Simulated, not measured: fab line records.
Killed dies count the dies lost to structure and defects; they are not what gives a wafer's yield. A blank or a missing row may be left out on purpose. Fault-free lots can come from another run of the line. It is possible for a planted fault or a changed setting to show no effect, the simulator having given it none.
Split-lot trial	flow n5Finfet	21 wafers read from 7 lots, route of 1938 steps

SPLIT DETAILS
At N5_HKMG_FIN_COAT_06 (resist thk 90 nm), the setting spinRpm was moved away from the recipe's 1500 rpm on 7 of the 21 wafers read, by -5.2% to +10.8%. All remaining wafers had this setting at the recipe value.

The reading is taken at the split's own step.

THE READING
CAR-ArF_of_HKMG_FIN_COAT_06.thkNm (the simulator's own value, which no gauge read), in nm, at N5_HKMG_FIN_COAT_06 (resist thk 90 nm). There is no usual value for it anywhere in the file. Here, 14 wafers ran the recipe; their average is 90.1 nm with a standard deviation of 0.28 nm.

wafer	tool, chamber at the split	spinRpm as run, rpm	against the recipe	CAR-ArF_of_HKMG_FIN_COAT_06.thkNm, nm	against lot-mates on the recipe
L075.3	lithoTrack-02, 0	1434	-4.4%	92.4	+2.0
L075.5	lithoTrack-02, 0	1434	-4.4%	92.4	+2.0
L075.4	lithoTrack-02, 0	1500	recipe	90.4	-
L077.1	lithoTrack-02, 0	1500	recipe	90.4	-
L077.3	lithoTrack-02, 0	1500	recipe	90.6	-
L077.6	lithoTrack-02, 0	1500	recipe	90.2	-
L084.2	lithoTrack-04, 0	1500	recipe	90	-
L084.6	lithoTrack-04, 0	1500	recipe	90	-
L084.5	lithoTrack-04, 0	1500	recipe	89.8	-
L086.1	lithoTrack-04, 0	1500	recipe	90	-
L086.6	lithoTrack-04, 0	1500	recipe	90	-
L086.4	lithoTrack-04, 0	1500	recipe	89.6	-
L087.3	lithoTrack-01, 0	1422	-5.2%	92.4	+2.6
L087.4	lithoTrack-01, 0	1500	recipe	89.8	-
L087.6	lithoTrack-01, 0	1500	recipe	89.8	-
L091.1	lithoTrack-01, 0	1662	+10.8%	85.8	-4.6
L091.3	lithoTrack-01, 0	1662	+10.8%	85.8	-4.6
L091.4	lithoTrack-01, 0	1500	recipe	90.4	-
L097.4	lithoTrack-02, 0	1500	recipe	90	-
L097.5	lithoTrack-02, 0	1452	-3.2%	91.4	+1.4
L097.6	lithoTrack-02, 0	1452	-3.2%	91.8	+1.8

FIT RESULTS
A straight line over all 21 wafers: CAR-ArF_of_HKMG_FIN_COAT_06.thkNm changes by -0.422 nm for each +1% of spinRpm; r = -0.99; the points scatter about the line by 0.3 nm.
The same after taking each lot's own level away (the mean of its wafers on the recipe; 21 wafers): -0.441 nm for each +1%; r = -1.00; scatter 0.16 nm.
On that fit, the largest move of spinRpm shifts the reading by 4.8 nm.
Across the lots, their own levels run from 89.80 to 90.40 nm, a range of 2.2 times the standard deviation given above.
Consequently the slope shifts little with the lot-to-lot level, the two slopes agreeing.
Check: with one of the wafers moved furthest among these (+10.8%) left out of the fit, the line predicts -4.78 nm for it against its lot-mates. It came out at -4.6 nm against them.

THESE WAFERS: OTHER SPLITS
Before the reading, these wafers also passed through other splits. Each is held against what the fit with the lots' levels taken away leaves over:
other split on the same wafers	wafers away from the commonest value	r with CAR-ArF_of_HKMG_FIN_COAT_06.thkNm (lot level and that fit taken away)
N5_DUMMY_GATE_EXPOSE_12 doseMj	6	+0.03
N5_SD_EPI_N_EPI_21 timeS	5	+0.38
N5_SD_EPI_P_COAT_34 tempC	9	-0.01
N5_SDB_CUT_ETCH_26 biasW	as run: not given for these wafers	-
N5_SDB_ALD_29 aldCycles	6	-0.02

FILE'S OWN FIT
CAR-ArF_of_HKMG_FIN_COAT_06.thkNm changes by -0.445 nm for each +1% of spinRpm, r = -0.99.
